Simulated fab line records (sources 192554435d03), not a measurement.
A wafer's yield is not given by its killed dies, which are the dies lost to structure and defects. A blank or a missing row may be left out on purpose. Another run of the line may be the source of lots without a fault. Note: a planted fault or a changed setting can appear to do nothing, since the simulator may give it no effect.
Which tool did it? || flow n5 finfet || 72 wafers from 24 lots sampled at 3 of the route's 1938 steps

## WHAT THE GAUGES SHOWED, per wafer
N5_BEOL_M2_CD_MEAS_35: target cd 18 nm, target cd y 22.2 nm.
{"lot": "L074", "measured": "day 6 18:45", "on": "cd sem-02", "cd nm (nm)": "17.2 17.0 17.3"}
{"lot": "L075", "measured": "day 6 22:08", "on": "cd sem-03", "cd nm (nm)": "19.1 18.3 18.4"}
{"lot": "L076", "measured": "day 7 13:25", "on": "cd sem-03", "cd nm (nm)": "17.8 18.0 18.4"}
{"lot": "L079", "measured": "day 8 06:10", "on": "cd sem-02", "cd nm (nm)": "18.5 18.6 18.7"}
{"lot": "L077", "measured": "day 8 06:12", "on": "cd sem-03", "cd nm (nm)": "18.2 18.1 18.1"}
{"lot": "L080", "measured": "day 8 09:50", "on": "cd sem-02", "cd nm (nm)": "17.8 18.0 18.3"}
{"lot": "L078", "measured": "day 8 09:55", "on": "cd sem-03", "cd nm (nm)": "17.5 18.7 18.1"}
{"lot": "L081", "measured": "day 8 14:28", "on": "cd sem-02", "cd nm (nm)": "18.2 18.0 18.1"}
{"lot": "L082", "measured": "day 8 17:28", "on": "cd sem-02", "cd nm (nm)": "18.6 18.2 18.4"}
{"lot": "L083", "measured": "day 8 20:32", "on": "cd sem-02", "cd nm (nm)": "18.3 17.7 18.3"}
{"lot": "L084", "measured": "day 9 14:07", "on": "cd sem-02", "cd nm (nm)": "17.5 17.5 18.0"}
{"lot": "L085", "measured": "day 9 14:39", "on": "cd sem-03", "cd nm (nm)": "17.9 17.9 18.3"}
{"lot": "L086", "measured": "day 10 00:43", "on": "cd sem-02", "cd nm (nm)": "18.4 17.7 17.6"}
{"lot": "L087", "measured": "day 10 13:31", "on": "cd sem-01", "cd nm (nm)": "17.9 18.0 17.6"}
{"lot": "L088", "measured": "day 10 23:59", "on": "cd sem-03", "cd nm (nm)": "18.3 18.4 17.8"}
{"lot": "L089", "measured": "day 11 02:14", "on": "cd sem-01", "cd nm (nm)": "17.6 17.9 17.7"}
{"lot": "L090", "measured": "day 11 02:16", "on": "cd sem-01", "cd nm (nm)": "17.8 17.6 17.6"}
{"lot": "L092", "measured": "day 11 08:09", "on": "cd sem-03", "cd nm (nm)": "18.3 18.1 17.9"}
{"lot": "L091", "measured": "day 11 08:37", "on": "cd sem-01", "cd nm (nm)": "17.6 18.2 18.0"}
{"lot": "L093", "measured": "day 11 13:19", "on": "cd sem-01", "cd nm (nm)": "18.2 18.0 18.1"}
{"lot": "L094", "measured": "day 12 02:18", "on": "cd sem-01", "cd nm (nm)": "17.9 17.6 18.0"}
{"lot": "L095", "measured": "day 12 06:30", "on": "cd sem-02", "cd nm (nm)": "17.5 18.3 18.4"}
{"lot": "L097", "measured": "day 12 12:38", "on": "cd sem-02", "cd nm (nm)": "18.2 18.0 17.3"}
{"lot": "L096", "measured": "day 12 17:06", "on": "cd sem-02", "cd nm (nm)": "18.4 18.0 18.3"}

## WHAT TOOL EACH LOT RAN ON (gives the tool, then ch and the chambers of the sampled wafers, and finally the start)
{"lot": "L074", "N5_BEOL_M2_ETCH_69": "rie diel-03 ch 1,3, day 6 17:25", "N5_BEOL_M2_STRIP_36": "rie diel-02 ch 1,2, day 6 18:24"}
{"lot": "L075", "N5_BEOL_M2_ETCH_69": "rie diel-03 ch 2,3, day 6 21:01", "N5_BEOL_M2_STRIP_36": "rie diel-03 ch 0,3, day 6 21:47"}
{"lot": "L076", "N5_BEOL_M2_ETCH_69": "rie diel-04 ch 0,2,3, day 7 09:01", "N5_BEOL_M2_STRIP_36": "rie diel-02 ch 1,3, day 7 13:04"}
{"lot": "L079", "N5_BEOL_M2_ETCH_69": "rie diel-04 ch 1,2,3, day 7 21:48", "N5_BEOL_M2_STRIP_36": "rie diel-03 ch 1,2, day 8 05:49"}
{"lot": "L077", "N5_BEOL_M2_ETCH_69": "rie diel-03 ch 0,1, day 7 22:03", "N5_BEOL_M2_STRIP_36": "rie diel-02 ch 2,3, day 8 05:50"}
{"lot": "L080", "N5_BEOL_M2_ETCH_69": "rie diel-02 ch 0,2,3, day 7 23:55", "N5_BEOL_M2_STRIP_36": "rie diel-03 ch 0,1,3, day 8 09:29"}
{"lot": "L078", "N5_BEOL_M2_ETCH_69": "rie diel-04 ch 1,2,3, day 8 01:03", "N5_BEOL_M2_STRIP_36": "rie diel-02 ch 1,2, day 8 09:35"}
{"lot": "L081", "N5_BEOL_M2_ETCH_69": "rie diel-02 ch 0,1,2, day 8 11:19", "N5_BEOL_M2_STRIP_36": "rie diel-04 ch 1,2, day 8 14:07"}
{"lot": "L082", "N5_BEOL_M2_ETCH_69": "rie diel-03 ch 1,2,3, day 8 15:58", "N5_BEOL_M2_STRIP_36": "rie diel-03 ch 1,2,3, day 8 17:07"}
{"lot": "L083", "N5_BEOL_M2_ETCH_69": "rie diel-03 ch 0,1,2, day 8 19:42", "N5_BEOL_M2_STRIP_36": "rie diel-02 ch 2,3, day 8 20:12"}
{"lot": "L084", "N5_BEOL_M2_ETCH_69": "rie diel-04 ch 2,3, day 9 07:40", "N5_BEOL_M2_STRIP_36": "rie diel-02 ch 0,1,2, day 9 13:46"}
{"lot": "L085", "N5_BEOL_M2_ETCH_69": "rie diel-04 ch 0,2, day 9 07:53", "N5_BEOL_M2_STRIP_36": "rie diel-03 ch 0,1,3, day 9 14:18"}
{"lot": "L086", "N5_BEOL_M2_ETCH_69": "rie diel-03 ch 0,2,3, day 9 23:40", "N5_BEOL_M2_STRIP_36": "rie diel-04 ch 1,2, day 10 00:22"}
{"lot": "L087", "N5_BEOL_M2_ETCH_69": "rie diel-04 ch 0,1,3, day 10 11:56", "N5_BEOL_M2_STRIP_36": "rie diel-03 ch 0,1, day 10 13:10"}
{"lot": "L088", "N5_BEOL_M2_ETCH_69": "rie diel-03 ch 0,2,3, day 10 20:28", "N5_BEOL_M2_STRIP_36": "rie diel-03 ch 0,1,2, day 10 23:38"}
{"lot": "L089", "N5_BEOL_M2_ETCH_69": "rie diel-02 ch 1,3, day 10 20:43", "N5_BEOL_M2_STRIP_36": "rie diel-03 ch 0,1, day 11 01:53"}
{"lot": "L090", "N5_BEOL_M2_ETCH_69": "rie diel-02 ch 0,1,2, day 10 21:42", "N5_BEOL_M2_STRIP_36": "rie diel-04 ch 0,3, day 11 01:55"}
{"lot": "L092", "N5_BEOL_M2_ETCH_69": "rie diel-03 ch 1,2,3, day 11 05:08", "N5_BEOL_M2_STRIP_36": "rie diel-04 ch 0,1, day 11 07:48"}
{"lot": "L091", "N5_BEOL_M2_ETCH_69": "rie diel-04 ch 1,3, day 11 06:16", "N5_BEOL_M2_STRIP_36": "rie diel-02 ch 1,3, day 11 08:16"}
{"lot": "L093", "N5_BEOL_M2_ETCH_69": "rie diel-02 ch 0,1,3, day 11 10:17", "N5_BEOL_M2_STRIP_36": "rie diel-02 ch 0,1,3, day 11 12:59"}
{"lot": "L094", "N5_BEOL_M2_ETCH_69": "rie diel-03 ch 2,3, day 11 23:15", "N5_BEOL_M2_STRIP_36": "rie diel-04 ch 1,2, day 12 01:47"}
{"lot": "L095", "N5_BEOL_M2_ETCH_69": "rie diel-02 ch 1,3, day 11 23:20", "N5_BEOL_M2_STRIP_36": "rie diel-04 ch 0,1,3, day 12 06:09"}
{"lot": "L097", "N5_BEOL_M2_ETCH_69": "rie diel-03 ch 1,2, day 12 08:12", "N5_BEOL_M2_STRIP_36": "rie diel-04 ch 0,1,3, day 12 12:18"}
{"lot": "L096", "N5_BEOL_M2_ETCH_69": "rie diel-04 ch 0,1,3, day 12 08:39", "N5_BEOL_M2_STRIP_36": "rie diel-02 ch 2,3, day 12 16:46"}
- N5_BEOL_M2_ETCH_69: etches SiARC in CF4, target depth 15.6 nm, time 26 s.
- N5_BEOL_M2_STRIP_36: strips in N2/H2.

## AS READ BY THE TOOLS THEMSELVES (means over the sampled wafers that have a number; for cases with no such wafer, the mark the record gives instead)
N5_BEOL_M2_ETCH_69.
{"lot": "L074", "tool": "rie diel-03", "bias w (W)": 35.92, "drypump motor current A (A)": 5.4, "etch rf on time s (s)": 26.0, "oes product au (a.u.)": 0.69, "rf vpp V (V)": 183.8, "showerhead plenum p Torr (Torr)": 2.12, "throttle valve pct (%)": 15.51}
{"lot": "L075", "tool": "rie diel-03", "bias w (W)": 35.99, "drypump motor current A (A)": 5.6, "etch rf on time s (s)": 26.1, "oes product au (a.u.)": 0.63, "rf vpp V (V)": 182.9, "showerhead plenum p Torr (Torr)": 2.07, "throttle valve pct (%)": 15.70}
{"lot": "L076", "tool": "rie diel-04", "bias w (W)": 35.98, "drypump motor current A (A)": 6.2, "etch rf on time s (s)": 26.5, "oes product au (a.u.)": 0.65, "rf vpp V (V)": 182.8, "showerhead plenum p Torr (Torr)": 2.08, "throttle valve pct (%)": 15.77}
{"lot": "L079", "tool": "rie diel-04", "bias w (W)": 35.97, "drypump motor current A (A)": 6.1, "etch rf on time s (s)": 26.2, "oes product au (a.u.)": 0.65, "rf vpp V (V)": 182.7, "showerhead plenum p Torr (Torr)": 2.11, "throttle valve pct (%)": 15.67}
{"lot": "L077", "tool": "rie diel-03", "bias w (W)": 36.03, "drypump motor current A (A)": 5.5, "etch rf on time s (s)": 25.5, "oes product au (a.u.)": 0.67, "rf vpp V (V)": 183.4, "showerhead plenum p Torr (Torr)": 2.14, "throttle valve pct (%)": 15.44}
{"lot": "L080", "tool": "rie diel-02", "bias w (W)": 36.01, "drypump motor current A (A)": 5.4, "etch rf on time s (s)": 25.9, "oes product au (a.u.)": 0.61, "rf vpp V (V)": 183.9, "showerhead plenum p Torr (Torr)": 2.12, "throttle valve pct (%)": 15.68}
{"lot": "L078", "tool": "rie diel-04", "bias w (W)": 36.01, "drypump motor current A (A)": 6.1, "etch rf on time s (s)": 25.7, "oes product au (a.u.)": 0.65, "rf vpp V (V)": 183.1, "showerhead plenum p Torr (Torr)": 2.11, "throttle valve pct (%)": 15.67}
{"lot": "L081", "tool": "rie diel-02", "bias w (W)": 36.05, "drypump motor current A (A)": 5.6, "etch rf on time s (s)": 26.3, "oes product au (a.u.)": 0.60, "rf vpp V (V)": 183.3, "showerhead plenum p Torr (Torr)": 2.15, "throttle valve pct (%)": 15.70}
{"lot": "L082", "tool": "rie diel-03", "bias w (W)": 36.12, "drypump motor current A (A)": 5.5, "etch rf on time s (s)": 26.3, "oes product au (a.u.)": 0.73, "rf vpp V (V)": 185.5, "showerhead plenum p Torr (Torr)": 2.20, "throttle valve pct (%)": 15.39}
{"lot": "L083", "tool": "rie diel-03", "bias w (W)": 36.02, "drypump motor current A (A)": 5.4, "etch rf on time s (s)": 26.1, "oes product au (a.u.)": 0.67, "rf vpp V (V)": 183.6, "showerhead plenum p Torr (Torr)": 2.15, "throttle valve pct (%)": 15.43}
{"lot": "L084", "tool": "rie diel-04", "bias w (W)": 35.95, "drypump motor current A (A)": 5.9, "etch rf on time s (s)": 26.6, "oes product au (a.u.)": 0.64, "rf vpp V (V)": 183.1, "showerhead plenum p Torr (Torr)": 2.07, "throttle valve pct (%)": 15.76}
{"lot": "L085", "tool": "rie diel-04", "bias w (W)": 35.97, "drypump motor current A (A)": 6.3, "etch rf on time s (s)": 26.3, "oes product au (a.u.)": 0.73, "rf vpp V (V)": 185.1, "showerhead plenum p Torr (Torr)": 2.19, "throttle valve pct (%)": 15.61}
{"lot": "L086", "tool": "rie diel-03", "bias w (W)": 36.05, "drypump motor current A (A)": 5.6, "etch rf on time s (s)": 25.7, "oes product au (a.u.)": 0.70, "rf vpp V (V)": 184.2, "showerhead plenum p Torr (Torr)": 2.18, "throttle valve pct (%)": 15.44}
{"lot": "L087", "tool": "rie diel-04", "bias w (W)": 36.16, "drypump motor current A (A)": 6.5, "etch rf on time s (s)": 25.7, "oes product au (a.u.)": 0.77, "rf vpp V (V)": 184.1, "showerhead plenum p Torr (Torr)": 2.18, "throttle valve pct (%)": 15.45}
{"lot": "L088", "tool": "rie diel-03", "bias w (W)": 35.96, "drypump motor current A (A)": 5.6, "etch rf on time s (s)": 25.7, "oes product au (a.u.)": 0.69, "rf vpp V (V)": 183.9, "showerhead plenum p Torr (Torr)": 2.18, "throttle valve pct (%)": 15.46}
{"lot": "L089", "tool": "rie diel-02", "bias w (W)": 36.01, "drypump motor current A (A)": 6.0, "etch rf on time s (s)": 26.2, "oes product au (a.u.)": 0.60, "rf vpp V (V)": 185.4, "showerhead plenum p Torr (Torr)": 2.18, "throttle valve pct (%)": 15.64}
{"lot": "L090", "tool": "rie diel-02", "bias w (W)": 36.04, "drypump motor current A (A)": 5.6, "etch rf on time s (s)": 26.6, "oes product au (a.u.)": 0.59, "rf vpp V (V)": 184.9, "showerhead plenum p Torr (Torr)": 2.14, "throttle valve pct (%)": 15.74}
{"lot": "L092", "tool": "rie diel-03", "bias w (W)": 35.97, "drypump motor current A (A)": 5.5, "etch rf on time s (s)": 26.0, "oes product au (a.u.)": 0.71, "rf vpp V (V)": 185.2, "showerhead plenum p Torr (Torr)": 2.19, "throttle valve pct (%)": 15.42}
{"lot": "L091", "tool": "rie diel-04", "bias w (W)": 35.95, "drypump motor current A (A)": 6.3, "etch rf on time s (s)": 25.4, "oes product au (a.u.)": 0.77, "rf vpp V (V)": 183.8, "showerhead plenum p Torr (Torr)": 2.12, "throttle valve pct (%)": 15.34}
{"lot": "L093", "tool": "rie diel-02", "bias w (W)": 36.04, "drypump motor current A (A)": 5.7, "etch rf on time s (s)": 26.3, "oes product au (a.u.)": 0.60, "rf vpp V (V)": 183.7, "showerhead plenum p Torr (Torr)": 2.12, "throttle valve pct (%)": 15.62}
{"lot": "L094", "tool": "rie diel-03", "bias w (W)": 35.78, "drypump motor current A (A)": 5.5, "etch rf on time s (s)": 25.7, "oes product au (a.u.)": 0.70, "rf vpp V (V)": 184.5, "showerhead plenum p Torr (Torr)": 2.18, "throttle valve pct (%)": 15.45}
{"lot": "L095", "tool": "rie diel-02", "bias w (W)": 36.05, "drypump motor current A (A)": 5.8, "etch rf on time s (s)": 25.6, "oes product au (a.u.)": 0.61, "rf vpp V (V)": 183.4, "showerhead plenum p Torr (Torr)": 2.15, "throttle valve pct (%)": 15.65}
{"lot": "L097", "tool": "rie diel-03", "bias w (W)": 35.90, "drypump motor current A (A)": 5.4, "etch rf on time s (s)": 26.0, "oes product au (a.u.)": 0.67, "rf vpp V (V)": 183.9, "showerhead plenum p Torr (Torr)": 2.15, "throttle valve pct (%)": 15.44}
{"lot": "L096", "tool": "rie diel-04", "bias w (W)": 36.02, "drypump motor current A (A)": 6.5, "etch rf on time s (s)": 25.3, "oes product au (a.u.)": 0.75, "rf vpp V (V)": 184.5, "showerhead plenum p Torr (Torr)": 2.17, "throttle valve pct (%)": 15.48}

N5_BEOL_M2_STRIP_36.
{"lot": "L074", "tool": "rie diel-02", "drypump motor current A (A)": 5.5, "oes product au (a.u.)": 0.72, "rf vpp V (V)": 58.7, "showerhead plenum p Torr (Torr)": 2.64, "throttle valve pct (%)": 24.1}
{"lot": "L075", "tool": "rie diel-03", "drypump motor current A (A)": 5.7, "oes product au (a.u.)": 0.73, "rf vpp V (V)": 57.2, "showerhead plenum p Torr (Torr)": 2.49, "throttle valve pct (%)": 23.9}
{"lot": "L076", "tool": "rie diel-02", "drypump motor current A (A)": 5.8, "oes product au (a.u.)": 0.73, "rf vpp V (V)": 60.1, "showerhead plenum p Torr (Torr)": 2.56, "throttle valve pct (%)": 23.6}
{"lot": "L079", "tool": "rie diel-03", "drypump motor current A (A)": 5.4, "oes product au (a.u.)": 0.81, "rf vpp V (V)": 60.1, "showerhead plenum p Torr (Torr)": 2.55, "throttle valve pct (%)": 23.3}
{"lot": "L077", "tool": "rie diel-02", "drypump motor current A (A)": 5.4, "oes product au (a.u.)": 0.72, "rf vpp V (V)": 59.5, "showerhead plenum p Torr (Torr)": 2.60, "throttle valve pct (%)": 24.1}
{"lot": "L080", "tool": "rie diel-03", "drypump motor current A (A)": 5.5, "oes product au (a.u.)": 0.86, "rf vpp V (V)": 60.6, "showerhead plenum p Torr (Torr)": 2.60, "throttle valve pct (%)": 23.5}
{"lot": "L078", "tool": "rie diel-02", "drypump motor current A (A)": 5.9, "oes product au (a.u.)": 0.72, "rf vpp V (V)": 59.6, "showerhead plenum p Torr (Torr)": 2.63, "throttle valve pct (%)": 23.9}
{"lot": "L081", "tool": "rie diel-04", "drypump motor current A (A)": 6.1, "oes product au (a.u.)": 0.68, "rf vpp V (V)": 58.1, "showerhead plenum p Torr (Torr)": 2.46, "throttle valve pct (%)": 23.4}
{"lot": "L082", "tool": "rie diel-03", "drypump motor current A (A)": 5.5, "oes product au (a.u.)": 0.87, "rf vpp V (V)": 60.8, "showerhead plenum p Torr (Torr)": 2.61, "throttle valve pct (%)": 23.3}
{"lot": "L083", "tool": "rie diel-02", "drypump motor current A (A)": 5.3, "oes product au (a.u.)": 0.72, "rf vpp V (V)": 58.3, "showerhead plenum p Torr (Torr)": 2.60, "throttle valve pct (%)": 24.1}
{"lot": "L084", "tool": "rie diel-02", "drypump motor current A (A)": 5.6, "oes product au (a.u.)": 0.71, "rf vpp V (V)": 58.8, "showerhead plenum p Torr (Torr)": 2.55, "throttle valve pct (%)": 23.8}
{"lot": "L085", "tool": "rie diel-03", "drypump motor current A (A)": 5.5, "oes product au (a.u.)": 0.83, "rf vpp V (V)": 60.2, "showerhead plenum p Torr (Torr)": 2.60, "throttle valve pct (%)": 23.6}
{"lot": "L086", "tool": "rie diel-04", "drypump motor current A (A)": 5.8, "oes product au (a.u.)": 0.78, "rf vpp V (V)": 59.2, "showerhead plenum p Torr (Torr)": 2.43, "throttle valve pct (%)": 23.5}
{"lot": "L087", "tool": "rie diel-03", "drypump motor current A (A)": 5.4, "oes product au (a.u.)": 0.79, "rf vpp V (V)": 58.1, "showerhead plenum p Torr (Torr)": 2.56, "throttle valve pct (%)": 23.5}
{"lot": "L088", "tool": "rie diel-03", "drypump motor current A (A)": 5.4, "oes product au (a.u.)": 0.77, "rf vpp V (V)": 58.2, "showerhead plenum p Torr (Torr)": 2.54, "throttle valve pct (%)": 23.5}
{"lot": "L089", "tool": "rie diel-03", "drypump motor current A (A)": 5.6, "oes product au (a.u.)": 0.75, "rf vpp V (V)": 58.7, "showerhead plenum p Torr (Torr)": 2.54, "throttle valve pct (%)": 23.8}
{"lot": "L090", "tool": "rie diel-04", "drypump motor current A (A)": 6.5, "oes product au (a.u.)": 0.87, "rf vpp V (V)": 58.4, "showerhead plenum p Torr (Torr)": 2.62, "throttle valve pct (%)": 23.6}
{"lot": "L092", "tool": "rie diel-04", "drypump motor current A (A)": 6.4, "oes product au (a.u.)": 0.91, "rf vpp V (V)": 59.3, "showerhead plenum p Torr (Torr)": 2.56, "throttle valve pct (%)": 23.4}
{"lot": "L091", "tool": "rie diel-02", "drypump motor current A (A)": 6.0, "oes product au (a.u.)": 0.71, "rf vpp V (V)": 59.7, "showerhead plenum p Torr (Torr)": 2.58, "throttle valve pct (%)": 23.7}
{"lot": "L093", "tool": "rie diel-02", "drypump motor current A (A)": 5.7, "oes product au (a.u.)": 0.70, "rf vpp V (V)": 58.4, "showerhead plenum p Torr (Torr)": 2.50, "throttle valve pct (%)": 23.6}
{"lot": "L094", "tool": "rie diel-04", "drypump motor current A (A)": 5.8, "oes product au (a.u.)": 0.97, "rf vpp V (V)": 59.2, "showerhead plenum p Torr (Torr)": 2.64, "throttle valve pct (%)": 23.3}
{"lot": "L095", "tool": "rie diel-04", "drypump motor current A (A)": 6.5, "oes product au (a.u.)": 0.88, "rf vpp V (V)": 58.4, "showerhead plenum p Torr (Torr)": 2.59, "throttle valve pct (%)": 23.5}
{"lot": "L097", "tool": "rie diel-04", "drypump motor current A (A)": 6.5, "oes product au (a.u.)": 0.88, "rf vpp V (V)": 58.9, "showerhead plenum p Torr (Torr)": 2.59, "throttle valve pct (%)": 23.5}
{"lot": "L096", "tool": "rie diel-02", "drypump motor current A (A)": 5.4, "oes product au (a.u.)": 0.89, "rf vpp V (V)": 60.2, "showerhead plenum p Torr (Torr)": 2.58, "throttle valve pct (%)": 23.9}

## THE ANSWER, worked out from the rows above alone
Rule: the usual values come from the lots themselves. Put in order of their means at a reading, lots are off if they are a third of the lots or fewer, leave a main group of 4 or more, and stand apart from it by a gap of 3 or more times the standard deviation of the main group's means; of several such gaps the widest counts. A main group is skipped when, at the precision printed for the reading in the tables above, its means are all equal. A lot without any number at a reading at which 4 lots or more have one is off too. All remaining lots with rows at the step are treated as sound. The gauges are gone through in route order, then the tools' own readings, and for those a lot's mean is taken as printed above. The first step at which some lot is off is used, and at that step the reading that is off furthest; a lot without a number counts as furthest.
No lot is off at any reading shown: from this, nothing can be told.

## WHAT THE SIMULATOR HAD INSERTED
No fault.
